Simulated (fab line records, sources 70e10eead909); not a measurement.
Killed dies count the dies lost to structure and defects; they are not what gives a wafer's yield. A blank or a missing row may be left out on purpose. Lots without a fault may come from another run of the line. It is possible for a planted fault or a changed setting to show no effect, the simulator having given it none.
fab line records :: flow nand-harc :: part 2 of 2: steps 24 to 32 of 32
record
  lots=5
  wafers=15
  last-day=24
route steps=1159 shown P_M0@278 P_M1@285
lots untouched by any fault: they come from a run of this same line in which no faults occurred
start-h: the number of hours between the record's first day and the start of the first shown wafer of the lot :: wait-h: hours since the lot's step before :: " the same as in the row above :: L1.1+2: a single row standing in for several wafers :: - no value, or no start given :: * or withheld: withheld :: < > ~ a bound
route shown NAME@n: NAME is a module with steps in the file, n the number in the route of the first one :: usual: mean and standard deviation over wafers with no fault :: same: alike in all rows :: chamber/n: place in a boat :: sites: per-site readings :: _std_site: their standard deviation :: _edge_site: mean of outer sites minus mean of inner sites :: radius-mm: how far each site lies from the wafer's centre :: mask NAME#n: copy n :: behind: tool/chamber where the wafer was last shaped :: hold: what put the lot on hold/how long, in hours/how the hold closed :: device: which transistor (n, p or np) failed to switch :: end of line: tests of these same wafers at the route's end :: step lacking rows: just its recipe :: killed: not the wafer's yield, but the dies lost to structure and defects at the first sort :: map: a wafer's dies, marking killed ones x, the rest . and places with no die _
set.NAME: setting as actually run; set.NAME@STEP: the setting as run at that earlier step :: model.NAME: the simulator's own value behind a step, which no gauge read
lots at selected steps of the route; one table per step, one row per wafer
services: from which hour (start-h, from the record's first day; less than 0 if before it) a tool's chamber was out of use, for how many hours, and why
## steps
# step NHARC_P_M1_STRIP_18
# recipe
  power-w=1000
  n2-flow-sccm=150
  h2-flow-sccm=150
  ar-flow-sccm=0
  bias-w=0
  chemistry=N2/H2
# usual
  chamber-pressure-mTorr=30.003/0.026
  drypump-motor-current-A=5.9/0.47
  oes-product-au=1.001/0.0081
  rf-vpp-V=90.9/0.86
  showerhead-plenum-p-Torr=2.10/0.067
  throttle-valve-pct=14.171/0.0096
lot.wafer: L078.1
tool: rie-diel-05
chamber: 1
start-h: 144.40
wait-h: 0.1
chamber-pressure-mTorr: 29.986
drypump-motor-current-A: 6.2
oes-product-au: 0.994
rf-hours-counter-h: 11
rf-vpp-V: 91.5
showerhead-plenum-p-Torr: 2.06
throttle-valve-pct: 14.179

lot.wafer: L078.2
tool: rie-diel-05
chamber: 0
start-h: 144.40
wait-h: 0.1
chamber-pressure-mTorr: 30.015
drypump-motor-current-A: 6.1
oes-product-au: 0.998
rf-hours-counter-h: 9
rf-vpp-V: 90.2
showerhead-plenum-p-Torr: 2.06
throttle-valve-pct: 14.156

lot.wafer: L078.6
tool: rie-diel-05
chamber: 1
start-h: 144.40
wait-h: 0.1
chamber-pressure-mTorr: 29.983
drypump-motor-current-A: 6.2
oes-product-au: 0.999
rf-hours-counter-h: -
rf-vpp-V: 89.9
showerhead-plenum-p-Torr: 2.06
throttle-valve-pct: 14.170

lot.wafer: L077.2
tool: rie-diel-05
chamber: 1
start-h: 148.98
wait-h: 0.1
chamber-pressure-mTorr: 30.013
drypump-motor-current-A: 6.2
oes-product-au: 0.993
rf-hours-counter-h: 11
rf-vpp-V: 90.2
showerhead-plenum-p-Torr: 2.06
throttle-valve-pct: 14.156

lot.wafer: L077.4
tool: rie-diel-05
chamber: 2
start-h: 148.98
wait-h: 0.1
chamber-pressure-mTorr: 30.054
drypump-motor-current-A: 5.6
oes-product-au: 1.012
rf-hours-counter-h: 11
rf-vpp-V: 91.9
showerhead-plenum-p-Torr: 2.14
throttle-valve-pct: 14.180

lot.wafer: L077.1
tool: rie-diel-05
chamber: 3
start-h: 148.98
wait-h: 0.1
chamber-pressure-mTorr: 29.965
drypump-motor-current-A: 5.4
oes-product-au: 1.007
rf-hours-counter-h: 9
rf-vpp-V: 91.4
showerhead-plenum-p-Torr: 2.08
throttle-valve-pct: 14.171

lot.wafer: L091.4
tool: rie-diel-09
chamber: 3
start-h: 220.62
wait-h: 0.1
chamber-pressure-mTorr: 29.971
drypump-motor-current-A: 4.7
oes-product-au: 1.002
rf-hours-counter-h: 10
rf-vpp-V: 90.2
showerhead-plenum-p-Torr: 2.08
throttle-valve-pct: 14.166

lot.wafer: L091.2
tool: rie-diel-09
chamber: 0
start-h: 220.62
wait-h: 0.1
chamber-pressure-mTorr: 30.030
drypump-motor-current-A: 5.1
oes-product-au: 1.016
rf-hours-counter-h: 9
rf-vpp-V: 91.0
showerhead-plenum-p-Torr: 2.18
throttle-valve-pct: 14.173

lot.wafer: L091.3
tool: rie-diel-09
chamber: 1
start-h: 220.62
wait-h: 0.1
chamber-pressure-mTorr: 30.033
drypump-motor-current-A: 5.8
oes-product-au: 1.008
rf-hours-counter-h: 9
rf-vpp-V: 90.5
showerhead-plenum-p-Torr: 1.97
throttle-valve-pct: 14.191

lot.wafer: L090.2
tool: rie-diel-09
chamber: 2
start-h: 221.45
wait-h: 0.1
chamber-pressure-mTorr: 29.978
drypump-motor-current-A: 5.4
oes-product-au: 0.994
rf-hours-counter-h: 9
rf-vpp-V: 88.3
showerhead-plenum-p-Torr: 1.96
throttle-valve-pct: 14.167

lot.wafer: L090.4
tool: rie-diel-09
chamber: 1
start-h: 221.45
wait-h: 0.1
chamber-pressure-mTorr: 30.020
drypump-motor-current-A: 5.8
oes-product-au: 1.004
rf-hours-counter-h: 9
rf-vpp-V: 90.4
showerhead-plenum-p-Torr: 1.97
throttle-valve-pct: 14.184

lot.wafer: L090.6
tool: rie-diel-09
chamber: 3
start-h: 221.45
wait-h: 0.1
chamber-pressure-mTorr: 30.055
drypump-motor-current-A: 4.7
oes-product-au: 1.013
rf-hours-counter-h: -
rf-vpp-V: 90.0
showerhead-plenum-p-Torr: 2.08
throttle-valve-pct: 14.154

lot.wafer: L097.4
tool: rie-diel-05
chamber: 0
start-h: 262.88
wait-h: 0.1
chamber-pressure-mTorr: 29.993
drypump-motor-current-A: 6.1
oes-product-au: 1.000
rf-hours-counter-h: 6
rf-vpp-V: 91.2
showerhead-plenum-p-Torr: 2.06
throttle-valve-pct: 14.160

lot.wafer: L097.1
tool: rie-diel-05
chamber: 3
start-h: 262.88
wait-h: 0.1
chamber-pressure-mTorr: 30.015
drypump-motor-current-A: 5.4
oes-product-au: 1.005
rf-hours-counter-h: 4
rf-vpp-V: 91.0
showerhead-plenum-p-Torr: 2.08
throttle-valve-pct: 14.173

lot.wafer: L097.6
tool: rie-diel-05
chamber: 1
start-h: 262.88
wait-h: 0.1
chamber-pressure-mTorr: 30.004
drypump-motor-current-A: 6.2
oes-product-au: 1.012
rf-hours-counter-h: -
rf-vpp-V: 91.6
showerhead-plenum-p-Torr: 2.05
throttle-valve-pct: 14.179
# step NHARC_P_M1_ETCH_28
# recipe
  target-depth-a=300
  over-etch-frac=0.3
  time-s=72.99
  ion-energy-ev=150
  cf4-flow-sccm=50
  n2-flow-sccm=100
  ar-flow-sccm=150
  rf-w=300
  bias-w=100
  chemistry=CF4/N2
# usual
  chamber-pressure-mTorr=29.998/0.027
  drypump-motor-current-A=5.9/0.47
  oes-product-au=1.002/0.0078
  rf-vpp-V=315.6/1.5
  showerhead-plenum-p-Torr=2.71/0.078
  throttle-valve-pct=19.794/0.0091
# same
  over-etch-frac=0.3
lot.wafer: L078.1
tool: rie-diel-05
chamber: 0
start-h: -
wait-h: -
chamber-pressure-mTorr: 29.962
drypump-motor-current-A: 6.1
oes-product-au: 0.994
rf-hours-counter-h: 9
rf-vpp-V: 314.2
showerhead-plenum-p-Torr: 2.65
throttle-valve-pct: 19.791

lot.wafer: L078.2
tool: rie-diel-05
chamber: 1
start-h: -
wait-h: -
chamber-pressure-mTorr: 29.983
drypump-motor-current-A: 6.2
oes-product-au: 1.000
rf-hours-counter-h: 11
rf-vpp-V: 314.6
showerhead-plenum-p-Torr: 2.65
throttle-valve-pct: 19.795

lot.wafer: L078.6
tool: rie-diel-05
chamber: 1
start-h: -
wait-h: -
chamber-pressure-mTorr: 30.001
drypump-motor-current-A: 6.2
oes-product-au: 1.007
rf-hours-counter-h: -
rf-vpp-V: 314.7
showerhead-plenum-p-Torr: 2.65
throttle-valve-pct: 19.801

lot.wafer: L077.2
tool: rie-diel-05
chamber: 3
start-h: -
wait-h: -
chamber-pressure-mTorr: 30.018
drypump-motor-current-A: 5.4
oes-product-au: 1.005
rf-hours-counter-h: 9
rf-vpp-V: 315.1
showerhead-plenum-p-Torr: 2.67
throttle-valve-pct: 19.794

lot.wafer: L077.4
tool: rie-diel-05
chamber: 0
start-h: -
wait-h: -
chamber-pressure-mTorr: 30.039
drypump-motor-current-A: 6.0
oes-product-au: 0.992
rf-hours-counter-h: 9
rf-vpp-V: 315.7
showerhead-plenum-p-Torr: 2.66
throttle-valve-pct: 19.787

lot.wafer: L077.1
tool: rie-diel-05
chamber: 1
start-h: -
wait-h: -
chamber-pressure-mTorr: 30.029
drypump-motor-current-A: 6.2
oes-product-au: 1.007
rf-hours-counter-h: 11
rf-vpp-V: 314.2
showerhead-plenum-p-Torr: 2.65
throttle-valve-pct: 19.778

lot.wafer: L091.3
tool: rie-diel-09
chamber: 2
start-h: -
wait-h: -
chamber-pressure-mTorr: 29.982
drypump-motor-current-A: 5.4
oes-product-au: 0.983
rf-hours-counter-h: 8
rf-vpp-V: 312.5
showerhead-plenum-p-Torr: 2.53
throttle-valve-pct: 19.795

lot.wafer: L091.4
tool: rie-diel-09
chamber: 3
start-h: -
wait-h: -
chamber-pressure-mTorr: 29.986
drypump-motor-current-A: 4.7
oes-product-au: 1.010
rf-hours-counter-h: 10
rf-vpp-V: 315.0
showerhead-plenum-p-Torr: 2.67
throttle-valve-pct: 19.804

lot.wafer: L091.2
tool: rie-diel-09
chamber: 1
start-h: -
wait-h: -
chamber-pressure-mTorr: 29.982
drypump-motor-current-A: 5.8
oes-product-au: 1.005
rf-hours-counter-h: 9
rf-vpp-V: 314.1
showerhead-plenum-p-Torr: 2.55
throttle-valve-pct: 19.808

lot.wafer: L090.4
tool: rie-diel-09
chamber: 1
start-h: -
wait-h: -
chamber-pressure-mTorr: 29.974
drypump-motor-current-A: 5.7
oes-product-au: 1.009
rf-hours-counter-h: 9
rf-vpp-V: 310.9
showerhead-plenum-p-Torr: 2.55
throttle-valve-pct: 19.798

lot.wafer: L090.2
tool: rie-diel-09
chamber: 3
start-h: -
wait-h: -
chamber-pressure-mTorr: 29.992
drypump-motor-current-A: 4.7
oes-product-au: 1.006
rf-hours-counter-h: 10
rf-vpp-V: 313.8
showerhead-plenum-p-Torr: 2.67
throttle-valve-pct: 19.798

lot.wafer: L090.6
tool: rie-diel-09
chamber: 1
start-h: -
wait-h: -
chamber-pressure-mTorr: 29.975
drypump-motor-current-A: 5.7
oes-product-au: 1.006
rf-hours-counter-h: -
rf-vpp-V: 311.9
showerhead-plenum-p-Torr: 2.55
throttle-valve-pct: 19.793

lot.wafer: L097.1
tool: rie-diel-05
chamber: 0
start-h: -
wait-h: -
chamber-pressure-mTorr: 30.024
drypump-motor-current-A: 6.1
oes-product-au: 1.011
rf-hours-counter-h: 6
rf-vpp-V: 315.4
showerhead-plenum-p-Torr: 2.65
throttle-valve-pct: 19.799

lot.wafer: L097.4
tool: rie-diel-05
chamber: 1
start-h: -
wait-h: -
chamber-pressure-mTorr: 29.941
drypump-motor-current-A: 6.2
oes-product-au: 1.012
rf-hours-counter-h: 5
rf-vpp-V: 315.2
showerhead-plenum-p-Torr: 2.64
throttle-valve-pct: 19.800

lot.wafer: L097.6
tool: rie-diel-05
chamber: 0
start-h: -
wait-h: -
chamber-pressure-mTorr: 29.968
drypump-motor-current-A: 6.1
oes-product-au: 0.990
rf-hours-counter-h: -
rf-vpp-V: 314.7
showerhead-plenum-p-Torr: 2.65
throttle-valve-pct: 19.783
# step NHARC_P_M1_STRIP_19
# recipe
  time-s=600
  temp-c=30
  chemistry=post-etch-residue-remover
# usual
  temp-c=30.00/0.11
lot.wafer: L078.1
tool: wet-bench-08
chamber: 7
start-h: 144.84
wait-h: -
temp-c: 29.81

lot.wafer: L078.2
tool: wet-bench-08
chamber: 2
start-h: 144.84
wait-h: -
temp-c: 30.21

lot.wafer: L078.6
tool: wet-bench-08
chamber: 3
start-h: 144.84
wait-h: -
temp-c: 29.95

lot.wafer: L077.4
tool: wet-bench-10
chamber: 5
start-h: 149.33
wait-h: -
temp-c: 29.83

lot.wafer: L077.1
tool: wet-bench-10
chamber: 6
start-h: 149.33
wait-h: -
temp-c: 29.94

lot.wafer: L077.2
tool: wet-bench-10
chamber: 1
start-h: 149.33
wait-h: -
temp-c: 30.00

lot.wafer: L091.4
tool: wet-bench-10
chamber: 4
start-h: 220.98
wait-h: -
temp-c: 29.83

lot.wafer: L091.2
tool: wet-bench-10
chamber: 0
start-h: 220.98
wait-h: -
temp-c: 29.92

lot.wafer: L091.3
tool: wet-bench-10
chamber: 1
start-h: 220.98
wait-h: -
temp-c: 29.82

lot.wafer: L090.2
tool: wet-bench-08
chamber: 4
start-h: 221.82
wait-h: -
temp-c: 29.97

lot.wafer: L090.4
tool: wet-bench-08
chamber: 0
start-h: 221.82
wait-h: -
temp-c: 30.08

lot.wafer: L090.6
tool: wet-bench-08
chamber: 1
start-h: 221.82
wait-h: -
temp-c: 29.93

lot.wafer: L097.1
tool: wet-bench-10
chamber: 0
start-h: 263.25
wait-h: -
temp-c: 30.01

lot.wafer: L097.4
tool: wet-bench-10
chamber: 2
start-h: 263.25
wait-h: -
temp-c: 30.10

lot.wafer: L097.6
tool: wet-bench-10
chamber: 4
start-h: 263.25
wait-h: -
temp-c: 30.00
# step NHARC_P_M1_DEGAS_29
# recipe
  temp-c=250
  time-s=60
# usual
  heater-power-w=337/35
lot.wafer: L078.2
tool: pvd-sputter-01
chamber: -
start-h: 145.12
wait-h: -
heater-power-w: 306

lot.wafer: L078.1
tool: pvd-sputter-01
chamber: -
start-h: 145.12
wait-h: -
heater-power-w: 375

lot.wafer: L078.6
tool: pvd-sputter-01
chamber: -
start-h: 145.12
wait-h: -
heater-power-w: 312

lot.wafer: L077.2
tool: pvd-sputter-01
chamber: -
start-h: 149.60
wait-h: -
heater-power-w: 319

lot.wafer: L077.4
tool: pvd-sputter-01
chamber: -
start-h: 149.60
wait-h: -
heater-power-w: 306

lot.wafer: L077.1
tool: pvd-sputter-01
chamber: -
start-h: 149.60
wait-h: -
heater-power-w: 386

lot.wafer: L091.3
tool: pvd-sputter-03
chamber: -
start-h: 221.40
wait-h: -
heater-power-w: 321

lot.wafer: L091.4
tool: pvd-sputter-03
chamber: -
start-h: 221.40
wait-h: -
heater-power-w: 406

lot.wafer: L091.2
tool: pvd-sputter-03
chamber: -
start-h: 221.40
wait-h: -
heater-power-w: 315

lot.wafer: L090.4
tool: pvd-sputter-03
chamber: -
start-h: 222.09
wait-h: -
heater-power-w: 312

lot.wafer: L090.2
tool: pvd-sputter-03
chamber: -
start-h: 222.09
wait-h: -
heater-power-w: 408

lot.wafer: L090.6
tool: pvd-sputter-03
chamber: -
start-h: 222.09
wait-h: -
heater-power-w: 314

lot.wafer: L097.4
tool: pvd-sputter-01
chamber: -
start-h: 263.54
wait-h: -
heater-power-w: 323

lot.wafer: L097.1
tool: pvd-sputter-01
chamber: -
start-h: 263.54
wait-h: -
heater-power-w: 317

lot.wafer: L097.6
tool: pvd-sputter-01
chamber: -
start-h: 263.54
wait-h: -
heater-power-w: 379
# step NHARC_P_M1_PRE_CLEAN_30
# recipe
  time-s=30
  temp-c=280
  gas=H2/He
# usual
  heater-power-w=414/45
lot.wafer: L078.2
tool: pvd-sputter-01
chamber: -
start-h: -
wait-h: -
heater-power-w: 389

lot.wafer: L078.1
tool: pvd-sputter-01
chamber: -
start-h: -
wait-h: -
heater-power-w: 368

lot.wafer: L078.6
tool: pvd-sputter-01
chamber: -
start-h: -
wait-h: -
heater-power-w: 353

lot.wafer: L077.2
tool: pvd-sputter-01
chamber: -
start-h: -
wait-h: -
heater-power-w: 465

lot.wafer: L077.4
tool: pvd-sputter-01
chamber: -
start-h: -
wait-h: -
heater-power-w: 363

lot.wafer: L077.1
tool: pvd-sputter-01
chamber: -
start-h: -
wait-h: -
heater-power-w: 393

lot.wafer: L091.4
tool: pvd-sputter-03
chamber: -
start-h: -
wait-h: -
heater-power-w: 387

lot.wafer: L091.3
tool: pvd-sputter-03
chamber: -
start-h: -
wait-h: -
heater-power-w: 440

lot.wafer: L091.2
tool: pvd-sputter-03
chamber: -
start-h: -
wait-h: -
heater-power-w: 388

lot.wafer: L090.4
tool: pvd-sputter-03
chamber: -
start-h: -
wait-h: -
heater-power-w: 451

lot.wafer: L090.2
tool: pvd-sputter-03
chamber: -
start-h: -
wait-h: -
heater-power-w: 389

lot.wafer: L090.6
tool: pvd-sputter-03
chamber: -
start-h: -
wait-h: -
heater-power-w: 384

lot.wafer: L097.1
tool: pvd-sputter-01
chamber: -
start-h: -
wait-h: -
heater-power-w: 477

lot.wafer: L097.4
tool: pvd-sputter-01
chamber: -
start-h: -
wait-h: -
heater-power-w: 391

lot.wafer: L097.6
tool: pvd-sputter-01
chamber: -
start-h: -
wait-h: -
heater-power-w: 385
# step NHARC_P_M1_PVD_20
# recipe
  target-thk-a=50
  bias-v=168.6
  power-w=15000
  chamber-pressure-pa=0.12
  time-s=8.06
  substrate-temp-c=50
  material=TaN
# usual
  chamber-pressure-pa=0.12003/0.00021
  throttle-valve-pct=29.8/0.85
lot.wafer: L078.1
tool: pvd-sputter-01
chamber: -
start-h: -
wait-h: -
chamber-pressure-pa: 0.12032
throttle-valve-pct: 30.9

lot.wafer: L078.2
tool: pvd-sputter-01
chamber: -
start-h: -
wait-h: -
chamber-pressure-pa: 0.12011
throttle-valve-pct: 28.5

lot.wafer: L078.6
tool: pvd-sputter-01
chamber: -
start-h: -
wait-h: -
chamber-pressure-pa: 0.11983
throttle-valve-pct: 29.7

lot.wafer: L077.1
tool: pvd-sputter-01
chamber: -
start-h: -
wait-h: -
chamber-pressure-pa: 0.12005
throttle-valve-pct: 29.5

lot.wafer: L077.2
tool: pvd-sputter-01
chamber: -
start-h: -
wait-h: -
chamber-pressure-pa: 0.12009
throttle-valve-pct: 28.3

lot.wafer: L077.4
tool: pvd-sputter-01
chamber: -
start-h: -
wait-h: -
chamber-pressure-pa: 0.11943
throttle-valve-pct: 29.8

lot.wafer: L091.3
tool: pvd-sputter-03
chamber: -
start-h: -
wait-h: -
chamber-pressure-pa: 0.11986
throttle-valve-pct: 30.1

lot.wafer: L091.2
tool: pvd-sputter-03
chamber: -
start-h: -
wait-h: -
chamber-pressure-pa: 0.12018
throttle-valve-pct: 28.8

lot.wafer: L091.4
tool: pvd-sputter-03
chamber: -
start-h: -
wait-h: -
chamber-pressure-pa: 0.12009
throttle-valve-pct: 29.1

lot.wafer: L090.2
tool: pvd-sputter-03
chamber: -
start-h: -
wait-h: -
chamber-pressure-pa: 0.12003
throttle-valve-pct: 30.0

lot.wafer: L090.4
tool: pvd-sputter-03
chamber: -
start-h: -
wait-h: -
chamber-pressure-pa: 0.11973
throttle-valve-pct: 29.0

lot.wafer: L090.6
tool: pvd-sputter-03
chamber: -
start-h: -
wait-h: -
chamber-pressure-pa: 0.11993
throttle-valve-pct: 30.4

lot.wafer: L097.4
tool: pvd-sputter-01
chamber: -
start-h: -
wait-h: -
chamber-pressure-pa: 0.12026
throttle-valve-pct: 30.2

lot.wafer: L097.1
tool: pvd-sputter-01
chamber: -
start-h: -
wait-h: -
chamber-pressure-pa: 0.12023
throttle-valve-pct: 30.9

lot.wafer: L097.6
tool: pvd-sputter-01
chamber: -
start-h: -
wait-h: -
chamber-pressure-pa: 0.12042
throttle-valve-pct: 31.0
# step NHARC_P_M1_PVD_21
# recipe
  target-thk-a=300
  chamber-pressure-pa=5
  power-w=5000
  substrate-temp-c=30
  time-s=20.49
  material=Cu
# usual
  chamber-pressure-pa=4.999/0.011
  throttle-valve-pct=29.8/0.87
lot.wafer: L078.1
tool: pvd-sputter-01
chamber: -
start-h: -
wait-h: -
chamber-pressure-pa: 5.008
throttle-valve-pct: 29.4

lot.wafer: L078.2
tool: pvd-sputter-01
chamber: -
start-h: -
wait-h: -
chamber-pressure-pa: 4.996
throttle-valve-pct: 31.1

lot.wafer: L078.6
tool: pvd-sputter-01
chamber: -
start-h: -
wait-h: -
chamber-pressure-pa: 5.001
throttle-valve-pct: 28.6

lot.wafer: L077.1
tool: pvd-sputter-01
chamber: -
start-h: -
wait-h: -
chamber-pressure-pa: 4.982
throttle-valve-pct: 29.8

lot.wafer: L077.2
tool: pvd-sputter-01
chamber: -
start-h: -
wait-h: -
chamber-pressure-pa: 4.987
throttle-valve-pct: 28.6

lot.wafer: L077.4
tool: pvd-sputter-01
chamber: -
start-h: -
wait-h: -
chamber-pressure-pa: 4.986
throttle-valve-pct: 29.7

lot.wafer: L091.2
tool: pvd-sputter-03
chamber: -
start-h: -
wait-h: -
chamber-pressure-pa: 4.995
throttle-valve-pct: 29.3

lot.wafer: L091.4
tool: pvd-sputter-03
chamber: -
start-h: -
wait-h: -
chamber-pressure-pa: 4.973
throttle-valve-pct: 30.5

lot.wafer: L091.3
tool: pvd-sputter-03
chamber: -
start-h: -
wait-h: -
chamber-pressure-pa: 4.998
throttle-valve-pct: 30.2

lot.wafer: L090.2
tool: pvd-sputter-03
chamber: -
start-h: -
wait-h: -
chamber-pressure-pa: 5.006
throttle-valve-pct: 30.4

lot.wafer: L090.4
tool: pvd-sputter-03
chamber: -
start-h: -
wait-h: -
chamber-pressure-pa: 5.008
throttle-valve-pct: 30.1

lot.wafer: L090.6
tool: pvd-sputter-03
chamber: -
start-h: -
wait-h: -
chamber-pressure-pa: 5.001
throttle-valve-pct: 30.4

lot.wafer: L097.4
tool: pvd-sputter-01
chamber: -
start-h: -
wait-h: -
chamber-pressure-pa: 5.005
throttle-valve-pct: 30.3

lot.wafer: L097.1
tool: pvd-sputter-01
chamber: -
start-h: -
wait-h: -
chamber-pressure-pa: 5.003
throttle-valve-pct: 29.4

lot.wafer: L097.6
tool: pvd-sputter-01
chamber: -
start-h: -
wait-h: -
chamber-pressure-pa: 4.991
throttle-valve-pct: 30.3
# step NHARC_P_M1_ECD_22
# recipe
  target-thk-a=4000
  bath-temp-c=25
  material=Cu
lot.wafer: L078.1+2+6
tool: ecd-cu-01
chamber: 1,0,0
start-h: 145.49
wait-h: -

lot.wafer: L077.1+2+4
tool: ecd-cu-02
chamber: 0,1,1
start-h: 149.98
wait-h: -

lot.wafer: L091.2+3+4
tool: ecd-cu-01
chamber: 1,1,0
start-h: 221.76
wait-h: -

lot.wafer: L090.2+4+6
tool: ecd-cu-01
chamber: 0,1,0
start-h: 222.50
wait-h: -

lot.wafer: L097.1+4+6
tool: ecd-cu-01
chamber: 0,1,0
start-h: 263.93
wait-h: -
# step NHARC_P_M1_ANNEAL_31
# recipe
  temp-c=225
  time-s=90
# usual
  wafer_temp_C_max=226.5/0.64
lot.wafer: L078.1
tool: rtp-anneal-01
chamber: 0
start-h: 145.87
wait-h: 0.3
wafer_temp_C_max: 227.0

lot.wafer: L078.2
tool: rtp-anneal-01
chamber: 0
start-h: 145.87
wait-h: 0.3
wafer_temp_C_max: 226.6

lot.wafer: L078.6
tool: rtp-anneal-01
chamber: 0
start-h: 145.87
wait-h: 0.3
wafer_temp_C_max: 227.0

lot.wafer: L077.1
tool: rtp-anneal-01
chamber: 0
start-h: 150.52
wait-h: -
wafer_temp_C_max: 226.5

lot.wafer: L077.2
tool: rtp-anneal-01
chamber: 0
start-h: 150.52
wait-h: -
wafer_temp_C_max: 226.3

lot.wafer: L077.4
tool: rtp-anneal-01
chamber: 0
start-h: 150.52
wait-h: -
wafer_temp_C_max: 226.8

lot.wafer: L091.2
tool: rtp-anneal-01
chamber: 0
start-h: 222.20
wait-h: 0.4
wafer_temp_C_max: 226.7

lot.wafer: L091.3
tool: rtp-anneal-01
chamber: 0
start-h: 222.20
wait-h: 0.4
wafer_temp_C_max: 227.3

lot.wafer: L091.4
tool: rtp-anneal-01
chamber: 0
start-h: 222.20
wait-h: 0.4
wafer_temp_C_max: 226.7

lot.wafer: L090.2
tool: rtp-anneal-01
chamber: 0
start-h: 222.88
wait-h: 0.3
wafer_temp_C_max: 227.0

lot.wafer: L090.4
tool: rtp-anneal-01
chamber: 0
start-h: 222.88
wait-h: 0.3
wafer_temp_C_max: 228.0

lot.wafer: L090.6
tool: rtp-anneal-01
chamber: 0
start-h: 222.88
wait-h: 0.3
wafer_temp_C_max: 226.5

lot.wafer: L097.1
tool: rtp-anneal-01
chamber: 0
start-h: 264.26
wait-h: -
wafer_temp_C_max: 226.9

lot.wafer: L097.4
tool: rtp-anneal-01
chamber: 0
start-h: 264.26
wait-h: -
wafer_temp_C_max: 227.7

lot.wafer: L097.6
tool: rtp-anneal-01
chamber: 0
start-h: 264.26
wait-h: -
wafer_temp_C_max: 226.6
## services
tool: rie-diel-08
chamber: -
start-h: 124.80
hours: 9.0
kind: pm

tool: cmp-03
chamber: -
start-h: 126.18
hours: 1.3
kind: repair

tool: rie-diel-05
chamber: 3
start-h: 137.69
hours: 7.5
kind: repair

tool: pecvd-04
chamber: 2
start-h: 139.24
hours: 6.8
kind: repair

tool: rie-diel-09
chamber: 3
start-h: 139.88
hours: 7.5
kind: repair

tool: litho-track-04
chamber: -
start-h: 141.00
hours: 7.0
kind: pm

tool: pecvd-03
chamber: 2
start-h: 156.12
hours: 5.9
kind: repair

tool: cmp-03
chamber: -
start-h: 156.16
hours: 4.0
kind: pm

tool: pvd-sputter-01
chamber: -
start-h: 158.00
hours: 10.0
kind: pm

tool: cmp-03
chamber: -
start-h: 163.31
hours: 1.1
kind: repair

tool: rie-diel-05
chamber: -
start-h: 163.66
hours: 9.0
kind: pm

tool: cmp-03
chamber: -
start-h: 166.27
hours: 9.4
kind: repair

tool: rie-diel-09
chamber: 2
start-h: 167.06
hours: 13.7
kind: repair

tool: rie-diel-05
chamber: 3
start-h: 176.30
hours: 15.1
kind: repair

tool: pecvd-01
chamber: 0
start-h: 177.41
hours: 8.9
kind: repair

tool: pecvd-04
chamber: -
start-h: 195.32
hours: 13.0
kind: pm

tool: pecvd-01
chamber: 1
start-h: 200.39
hours: 13.5
kind: repair

tool: rie-diel-08
chamber: 1
start-h: 202.52
hours: 26.2
kind: repair

tool: pvd-sputter-03
chamber: -
start-h: 202.88
hours: 5.0
kind: repair

tool: cmp-03
chamber: -
start-h: 211.65
hours: 0.4
kind: repair

tool: wet-bench-10
chamber: -
start-h: 247.20
hours: 8.0
kind: pm

tool: rie-diel-09
chamber: -
start-h: 254.22
hours: 9.0
kind: pm

tool: rie-diel-05
chamber: 2
start-h: 255.55
hours: 2.5
kind: repair

tool: pecvd-03
chamber: 0
start-h: 255.90
hours: 2.6
kind: repair
